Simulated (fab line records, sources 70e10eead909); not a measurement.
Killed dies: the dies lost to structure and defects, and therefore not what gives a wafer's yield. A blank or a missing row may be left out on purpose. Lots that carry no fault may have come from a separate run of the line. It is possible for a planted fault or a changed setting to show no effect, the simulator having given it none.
The tool behind it: which one? :: flow nand harc :: 72 wafers from 24 lots sampled at 4 of the route's 1159 steps

== WHAT EACH GAUGE READ, for each wafer ==
NHARC_P_M1_INSPECT_11.
lot: L074
measured: day 5 16:01
on: defect inspect-01
raw defect count: 2 1 5

lot: L075
measured: day 6 10:15
on: defect inspect-02
raw defect count: 4 6 2

lot: L076
measured: day 6 10:47
on: defect inspect-02
raw defect count: 6 6 2

lot: L077
measured: day 6 11:56
on: defect inspect-02
raw defect count: 2 2 4

lot: L078
measured: day 7 08:45
on: defect inspect-02
raw defect count: 4 8 11

lot: L079
measured: day 7 10:29
on: defect inspect-02
raw defect count: 5 4 3

lot: L080
measured: day 7 20:16
on: defect inspect-01
raw defect count: 2 3 4

lot: L081
measured: day 8 01:12
on: defect inspect-01
raw defect count: 4 6 3

lot: L082
measured: day 8 07:37
on: defect inspect-02
raw defect count: 5 6 8

lot: L083
measured: day 8 07:59
on: defect inspect-01
raw defect count: 2 3 2

lot: L084
measured: day 8 12:17
on: defect inspect-02
raw defect count: 6 3 4

lot: L087
measured: day 9 03:14
on: defect inspect-01
raw defect count: 1 1 4

lot: L085
measured: day 9 03:56
on: defect inspect-01
raw defect count: 2 0 3

lot: L088
measured: day 9 07:49
on: defect inspect-01
raw defect count: 2 7 4

lot: L086
measured: day 9 15:14
on: defect inspect-01
raw defect count: 4 4 10

lot: L090
measured: day 10 02:28
on: defect inspect-01
raw defect count: 10 9 10

lot: L089
measured: day 10 03:09
on: defect inspect-02
raw defect count: 5 1 3

lot: L091
measured: day 10 10:08
on: defect inspect-02
raw defect count: 12 1 4

lot: L092
measured: day 10 11:13
on: defect inspect-01
raw defect count: 6 0 1

lot: L093
measured: day 10 11:42
on: defect inspect-02
raw defect count: 2 4 2

lot: L094
measured: day 10 23:32
on: defect inspect-02
raw defect count: 0 3 5

lot: L095
measured: day 11 01:41
on: defect inspect-02
raw defect count: 9 2 3

lot: L097
measured: day 11 09:41
on: defect inspect-01
raw defect count: 3 3 2

lot: L096
measured: day 11 09:59
on: defect inspect-02
raw defect count: 2 5 9

== TOOL THAT RAN EACH LOT (tool first, then ch and the chambers of the sampled wafers, then the start) ==
lot: L074
NHARC_P_CONTACT_STRIP_28: rie diel-06 ch 1,2, day 5 08:38
NHARC_P_M0_PRE_CLEAN_29: pvd sputter-01, day 5 14:02 or earlier
NHARC_P_M0_CMP_23: cmp-03 ch 2,3, day 5 14:02

lot: L075
NHARC_P_CONTACT_STRIP_28: rie diel-06 ch 1,2, day 5 21:24
NHARC_P_M0_PRE_CLEAN_29: pvd sputter-01, day 6 08:17 or earlier
NHARC_P_M0_CMP_23: cmp-03 ch 2,3, day 6 08:17

lot: L076
NHARC_P_CONTACT_STRIP_28: rie diel-06 ch 0,1, day 5 22:05
NHARC_P_M0_PRE_CLEAN_29: pvd sputter-02, day 6 08:55 or earlier
NHARC_P_M0_CMP_23: cmp-03 ch 1,2, day 6 08:55

lot: L077
NHARC_P_CONTACT_STRIP_28: rie diel-09 ch 0,2, day 6 04:37
NHARC_P_M0_PRE_CLEAN_29: pvd sputter-01, day 6 09:56 or earlier
NHARC_P_M0_CMP_23: cmp-03 ch 0,3, day 6 09:56

lot: L078
NHARC_P_CONTACT_STRIP_28: rie diel-05 ch 0,1,2, day 7 00:57
NHARC_P_M0_PRE_CLEAN_29: pvd sputter-03, day 7 06:36 or earlier
NHARC_P_M0_CMP_23: cmp-02 ch 1,2,3, day 7 06:36

lot: L079
NHARC_P_CONTACT_STRIP_28: rie diel-06 ch 1,2,3, day 7 03:20
NHARC_P_M0_PRE_CLEAN_29: pvd sputter-02, day 7 08:29 or earlier
NHARC_P_M0_CMP_23: cmp-01 ch 0,1,3, day 7 08:29

lot: L080
NHARC_P_CONTACT_STRIP_28: rie diel-09 ch 0,3, day 7 11:59
NHARC_P_M0_PRE_CLEAN_29: pvd sputter-03, day 7 18:23 or earlier
NHARC_P_M0_CMP_23: cmp-03 ch 0,3, day 7 18:23

lot: L081
NHARC_P_CONTACT_STRIP_28: rie diel-06 ch 1,2,3, day 7 14:16
NHARC_P_M0_PRE_CLEAN_29: pvd sputter-03, day 7 23:14 or earlier
NHARC_P_M0_CMP_23: cmp-01 ch 2,3, day 7 23:14

lot: L082
NHARC_P_CONTACT_STRIP_28: rie diel-09 ch 0,2,3, day 7 18:38
NHARC_P_M0_PRE_CLEAN_29: pvd sputter-03, day 8 05:37 or earlier
NHARC_P_M0_CMP_23: cmp-01 ch 1,2,3, day 8 05:37

lot: L083
NHARC_P_CONTACT_STRIP_28: rie diel-09 ch 0,2, day 7 18:53
NHARC_P_M0_PRE_CLEAN_29: pvd sputter-02, day 8 06:01 or earlier
NHARC_P_M0_CMP_23: cmp-02 ch 0,1, day 8 06:01

lot: L084
NHARC_P_CONTACT_STRIP_28: rie diel-05 ch 1,2,3, day 8 04:49
NHARC_P_M0_PRE_CLEAN_29: pvd sputter-01, day 8 10:24 or earlier
NHARC_P_M0_CMP_23: cmp-01 ch 0,2,3, day 8 10:24

lot: L087
NHARC_P_CONTACT_STRIP_28: rie diel-05 ch 1,2,3, day 8 20:06
NHARC_P_M0_PRE_CLEAN_29: pvd sputter-02, day 9 01:25 or earlier
NHARC_P_M0_CMP_23: cmp-01 ch 1,2,3, day 9 01:25

lot: L085
NHARC_P_CONTACT_STRIP_28: rie diel-05 ch 0,2, day 8 20:26
NHARC_P_M0_PRE_CLEAN_29: pvd sputter-01, day 9 01:57 or earlier
NHARC_P_M0_CMP_23: cmp-02 ch 0,3, day 9 01:57

lot: L088
NHARC_P_CONTACT_STRIP_28: rie diel-09 ch 1,2,3, day 8 20:49
NHARC_P_M0_PRE_CLEAN_29: pvd sputter-03, day 9 05:23 or earlier
NHARC_P_M0_CMP_23: cmp-03 ch 0,1,3, day 9 05:23

lot: L086
NHARC_P_CONTACT_STRIP_28: rie diel-06 ch 0,1,2, day 9 02:25
NHARC_P_M0_PRE_CLEAN_29: pvd sputter-01, day 9 13:22 or earlier
NHARC_P_M0_CMP_23: cmp-02 ch 1,2, day 9 13:22

lot: L090
NHARC_P_CONTACT_STRIP_28: rie diel-09 ch 1,2,3, day 9 14:38
NHARC_P_M0_PRE_CLEAN_29: pvd sputter-01, day 10 00:29 or earlier
NHARC_P_M0_CMP_23: cmp-01 ch 0,1, day 10 00:29

lot: L089
NHARC_P_CONTACT_STRIP_28: rie diel-09 ch 0,1, day 9 16:52
NHARC_P_M0_PRE_CLEAN_29: pvd sputter-01, day 10 01:07 or earlier
NHARC_P_M0_CMP_23: cmp-02 ch 0,1, day 10 01:07

lot: L091
NHARC_P_CONTACT_STRIP_28: rie diel-06 ch 0,2,3, day 9 22:51
NHARC_P_M0_PRE_CLEAN_29: pvd sputter-03, day 10 08:10 or earlier
NHARC_P_M0_CMP_23: cmp-03 ch 0,1,3, day 10 08:10

lot: L092
NHARC_P_CONTACT_STRIP_28: rie diel-06 ch 0,1,3, day 10 01:48
NHARC_P_M0_PRE_CLEAN_29: pvd sputter-01, day 10 09:14 or earlier
NHARC_P_M0_CMP_23: cmp-02 ch 0,2,3, day 10 09:14

lot: L093
NHARC_P_CONTACT_STRIP_28: rie diel-09 ch 1,3, day 10 02:40
NHARC_P_M0_PRE_CLEAN_29: pvd sputter-01, day 10 09:41 or earlier
NHARC_P_M0_CMP_23: cmp-03 ch 2,3, day 10 09:41

lot: L094
NHARC_P_CONTACT_STRIP_28: rie diel-06 ch 0,1,3, day 10 14:46
NHARC_P_M0_PRE_CLEAN_29: pvd sputter-03, day 10 21:33 or earlier
NHARC_P_M0_CMP_23: cmp-03 ch 1,2,3, day 10 21:33

lot: L095
NHARC_P_CONTACT_STRIP_28: rie diel-05 ch 0,3, day 10 18:28
NHARC_P_M0_PRE_CLEAN_29: pvd sputter-03, day 10 23:43 or earlier
NHARC_P_M0_CMP_23: cmp-03 ch 0,1, day 10 23:43

lot: L097
NHARC_P_CONTACT_STRIP_28: rie diel-09 ch 0,1,3, day 11 01:29
NHARC_P_M0_PRE_CLEAN_29: pvd sputter-02, day 11 07:43 or earlier
NHARC_P_M0_CMP_23: cmp-02 ch 1,2,3, day 11 07:43

lot: L096
NHARC_P_CONTACT_STRIP_28: rie diel-09 ch 1,2, day 11 02:14
NHARC_P_M0_PRE_CLEAN_29: pvd sputter-01, day 11 08:01 or earlier
NHARC_P_M0_CMP_23: cmp-03 ch 1,2, day 11 08:01
- NHARC_P_CONTACT_STRIP_28: strips in O2.
- NHARC_P_M0_PRE_CLEAN_29: time 30 s.
- NHARC_P_M0_CMP_23: polishes, t overpolish 20 s, target thk 117.53 nm.

== WHAT THE TOOLS THEMSELVES READ (means of the sampled wafers that have a number; where no wafer has one, the mark that the record gives instead) ==
NHARC_P_CONTACT_STRIP_28.
lot: L074
tool: rie diel-06
drypump motor current A (A): 5.5
oes product au (a.u.): 0.997
rf vpp V (V): 57.5
showerhead plenum p Torr (Torr): 3.62
throttle valve pct (%): 17.032

lot: L075
tool: rie diel-06
drypump motor current A (A): 5.7
oes product au (a.u.): 1.002
rf vpp V (V): 58.3
showerhead plenum p Torr (Torr): 3.58
throttle valve pct (%): 17.036

lot: L076
tool: rie diel-06
drypump motor current A (A): 5.7
oes product au (a.u.): 1.004
rf vpp V (V): 57.5
showerhead plenum p Torr (Torr): 3.41
throttle valve pct (%): 17.039

lot: L077
tool: rie diel-09
drypump motor current A (A): 5.6
oes product au (a.u.): 1.001
rf vpp V (V): 57.6
showerhead plenum p Torr (Torr): 3.42
throttle valve pct (%): 17.031

lot: L078
tool: rie diel-05
drypump motor current A (A): 5.8
oes product au (a.u.): 0.999
rf vpp V (V): 57.9
showerhead plenum p Torr (Torr): 3.47
throttle valve pct (%): 17.032

lot: L079
tool: rie diel-06
drypump motor current A (A): 5.8
oes product au (a.u.): 0.994
rf vpp V (V): 57.6
showerhead plenum p Torr (Torr): 3.53
throttle valve pct (%): 17.034

lot: L080
tool: rie diel-09
drypump motor current A (A): 6.0
oes product au (a.u.): 1.001
rf vpp V (V): 58.5
showerhead plenum p Torr (Torr): 3.59
throttle valve pct (%): 17.037

lot: L081
tool: rie diel-06
drypump motor current A (A): 5.8
oes product au (a.u.): 1.000
rf vpp V (V): 58.1
showerhead plenum p Torr (Torr): 3.53
throttle valve pct (%): 17.033

lot: L082
tool: rie diel-09
drypump motor current A (A): 5.8
oes product au (a.u.): 1.003
rf vpp V (V): 56.6
showerhead plenum p Torr (Torr): 3.51
throttle valve pct (%): 17.034

lot: L083
tool: rie diel-09
drypump motor current A (A): 5.6
oes product au (a.u.): 1.004
rf vpp V (V): 58.0
showerhead plenum p Torr (Torr): 3.42
throttle valve pct (%): 17.031

lot: L084
tool: rie diel-05
drypump motor current A (A): 5.4
oes product au (a.u.): 1.005
rf vpp V (V): 57.9
showerhead plenum p Torr (Torr): 3.53
throttle valve pct (%): 17.039

lot: L087
tool: rie diel-05
drypump motor current A (A): 5.5
oes product au (a.u.): 0.995
rf vpp V (V): 57.5
showerhead plenum p Torr (Torr): 3.52
throttle valve pct (%): 17.049

lot: L085
tool: rie diel-05
drypump motor current A (A): 5.8
oes product au (a.u.): 1.000
rf vpp V (V): 57.6
showerhead plenum p Torr (Torr): 3.38
throttle valve pct (%): 17.041

lot: L088
tool: rie diel-09
drypump motor current A (A): 6.2
oes product au (a.u.): 0.994
rf vpp V (V): 58.5
showerhead plenum p Torr (Torr): 3.62
throttle valve pct (%): 17.029

lot: L086
tool: rie diel-06
drypump motor current A (A): 5.6
oes product au (a.u.): 0.999
rf vpp V (V): 57.5
showerhead plenum p Torr (Torr): 3.51
throttle valve pct (%): 17.040

lot: L090
tool: rie diel-09
drypump motor current A (A): 6.2
oes product au (a.u.): 0.997
rf vpp V (V): 57.7
showerhead plenum p Torr (Torr): 3.62
throttle valve pct (%): 17.042

lot: L089
tool: rie diel-09
drypump motor current A (A): 6.1
oes product au (a.u.): 0.996
rf vpp V (V): 58.4
showerhead plenum p Torr (Torr): 3.57
throttle valve pct (%): 17.038

lot: L091
tool: rie diel-06
drypump motor current A (A): 5.6
oes product au (a.u.): 0.993
rf vpp V (V): 58.3
showerhead plenum p Torr (Torr): 3.46
throttle valve pct (%): 17.038

lot: L092
tool: rie diel-06
drypump motor current A (A): 5.9
oes product au (a.u.): 0.999
rf vpp V (V): 56.9
showerhead plenum p Torr (Torr): 3.42
throttle valve pct (%): 17.033

lot: L093
tool: rie diel-09
drypump motor current A (A): 6.4
oes product au (a.u.): 0.994
rf vpp V (V): 58.3
showerhead plenum p Torr (Torr): 3.70
throttle valve pct (%): 17.038

lot: L094
tool: rie diel-06
drypump motor current A (A): 5.9
oes product au (a.u.): 0.993
rf vpp V (V): 57.3
showerhead plenum p Torr (Torr): 3.42
throttle valve pct (%): 17.043

lot: L095
tool: rie diel-05
drypump motor current A (A): 5.4
oes product au (a.u.): 1.003
rf vpp V (V): 57.1
showerhead plenum p Torr (Torr): 3.40
throttle valve pct (%): 17.034

lot: L097
tool: rie diel-09
drypump motor current A (A): 6.1
oes product au (a.u.): 0.996
rf vpp V (V): 57.3
showerhead plenum p Torr (Torr): 3.58
throttle valve pct (%): 17.046

lot: L096
tool: rie diel-09
drypump motor current A (A): 6.3
oes product au (a.u.): 0.989
rf vpp V (V): 58.5
showerhead plenum p Torr (Torr): 3.61
throttle valve pct (%): 17.044

NHARC_P_M0_PRE_CLEAN_29.
lot: L074
tool: pvd sputter-01
heater power w (W): 359

lot: L075
tool: pvd sputter-01
heater power w (W): 331

lot: L076
tool: pvd sputter-02
heater power w (W): 358

lot: L077
tool: pvd sputter-01
heater power w (W): 369

lot: L078
tool: pvd sputter-03
heater power w (W): 408

lot: L079
tool: pvd sputter-02
heater power w (W): 399

lot: L080
tool: pvd sputter-03
heater power w (W): 399

lot: L081
tool: pvd sputter-03
heater power w (W): 413

lot: L082
tool: pvd sputter-03
heater power w (W): 416

lot: L083
tool: pvd sputter-02
heater power w (W): 352

lot: L084
tool: pvd sputter-01
heater power w (W): 378

lot: L087
tool: pvd sputter-02
heater power w (W): 355

lot: L085
tool: pvd sputter-01
heater power w (W): 361

lot: L088
tool: pvd sputter-03
heater power w (W): 410

lot: L086
tool: pvd sputter-01
heater power w (W): 338

lot: L090
tool: pvd sputter-01
heater power w (W): 362

lot: L089
tool: pvd sputter-01
heater power w (W): 383

lot: L091
tool: pvd sputter-03
heater power w (W): 420

lot: L092
tool: pvd sputter-01
heater power w (W): 372

lot: L093
tool: pvd sputter-01
heater power w (W): 344

lot: L094
tool: pvd sputter-03
heater power w (W): 395

lot: L095
tool: pvd sputter-03
heater power w (W): 406

lot: L097
tool: pvd sputter-02
heater power w (W): 402

lot: L096
tool: pvd sputter-01
heater power w (W): 372

NHARC_P_M0_CMP_23.
lot: L074
tool: cmp-03
motor current A (A): 12.9
pad life wafers: 301
slurry filter dp kPa (kPa): 13.63
time to endpoint s (s): 28.7

lot: L075
tool: cmp-03
motor current A (A): 12.9
pad life wafers: 380
slurry filter dp kPa (kPa): 13.41
time to endpoint s (s): 29.1

lot: L076
tool: cmp-03
motor current A (A): 14.2
pad life wafers: 390
slurry filter dp kPa (kPa): 13.55
time to endpoint s (s): 28.0

lot: L077
tool: cmp-03
motor current A (A): 11.8
pad life wafers: 416
slurry filter dp kPa (kPa): 13.34
time to endpoint s (s): 28.2

lot: L078
tool: cmp-02
motor current A (A): 12.6
pad life wafers: 127
slurry filter dp kPa (kPa): 13.37
time to endpoint s (s): 26.7

lot: L079
tool: cmp-01
motor current A (A): 11.7
pad life wafers: 104
slurry filter dp kPa (kPa): 13.51
time to endpoint s (s): 26.3

lot: L080
tool: cmp-03
motor current A (A): 12.7
pad life wafers: 6
slurry filter dp kPa (kPa): 13.65
time to endpoint s (s): 27.2

lot: L081
tool: cmp-01
motor current A (A): 11.9
pad life wafers: 168
slurry filter dp kPa (kPa): 13.45
time to endpoint s (s): 28.3

lot: L082
tool: cmp-01
motor current A (A): 10.9
pad life wafers: 205
slurry filter dp kPa (kPa): 13.36
time to endpoint s (s): 30.4

lot: L083
tool: cmp-02
motor current A (A): 12.5
pad life wafers: 270
slurry filter dp kPa (kPa): 13.57
time to endpoint s (s): 32.1

lot: L084
tool: cmp-01
motor current A (A): 12.4
pad life wafers: 229
slurry filter dp kPa (kPa): 13.51
time to endpoint s (s): 28.2

lot: L087
tool: cmp-01
motor current A (A): 11.0
pad life wafers: 308
slurry filter dp kPa (kPa): 13.44
time to endpoint s (s): 26.3

lot: L085
tool: cmp-02
motor current A (A): 12.4
pad life wafers: 362
slurry filter dp kPa (kPa): 13.68
time to endpoint s (s): 26.7

lot: L088
tool: cmp-03
motor current A (A): 12.9
pad life wafers: 176
slurry filter dp kPa (kPa): 13.52
time to endpoint s (s): 28.7

lot: L086
tool: cmp-02
motor current A (A): 12.9
pad life wafers: 432
slurry filter dp kPa (kPa): 13.44
time to endpoint s (s): 29.1

lot: L090
tool: cmp-01
motor current A (A): 11.2
pad life wafers: 54
slurry filter dp kPa (kPa): 13.54
time to endpoint s (s): 33.4

lot: L089
tool: cmp-02
motor current A (A): 12.8
pad life wafers: 512
slurry filter dp kPa (kPa): 13.57
time to endpoint s (s): 27.5

lot: L091
tool: cmp-03
motor current A (A): 12.8
pad life wafers: 385
slurry filter dp kPa (kPa): 13.58
time to endpoint s (s): 28.4

lot: L092
tool: cmp-02
motor current A (A): 12.1
pad life wafers: 560
slurry filter dp kPa (kPa): 13.37
time to endpoint s (s): 30.9

lot: L093
tool: cmp-03
motor current A (A): 12.9
pad life wafers: 410
slurry filter dp kPa (kPa): 13.48
time to endpoint s (s): 26.1

lot: L094
tool: cmp-03
motor current A (A): 13.3
pad life wafers: 482
slurry filter dp kPa (kPa): 13.48
time to endpoint s (s): 29.4

lot: L095
tool: cmp-03
motor current A (A): 13.8
pad life wafers: 499
slurry filter dp kPa (kPa): 13.60
time to endpoint s (s): 26.2

lot: L097
tool: cmp-02
motor current A (A): 12.7
pad life wafers: 104
slurry filter dp kPa (kPa): 13.46
time to endpoint s (s): 25.6

lot: L096
tool: cmp-03
motor current A (A): 13.9
pad life wafers: 558
slurry filter dp kPa (kPa): 13.47
time to endpoint s (s): 29.9

== THE ANSWER, worked out from the rows above alone ==
Rule: usual is defined by the lots themselves. Put in order of their means at a reading, lots are off if they are a third of the lots or fewer, leave a main group of 4 or more, and stand apart from it by a gap of 3 or more times the standard deviation of the main group's means; of several such gaps the widest counts. If all means in a main group match to the digits the tables above print for the reading, that group is not used. A lot without any number at a reading at which 4 lots or more have one is off too. Any other lot the step has rows for is counted as sound. After the gauges, taken in route order, come the tools' own readings; for these a lot's mean is taken, as printed above. At the first step where some lot is off, the reading lying furthest off is the one used; lots without a number count as furthest.
Nothing can be told from this: no lot is off at any reading shown.

== WHAT WAS PUT IN BY THE SIMULATOR ==
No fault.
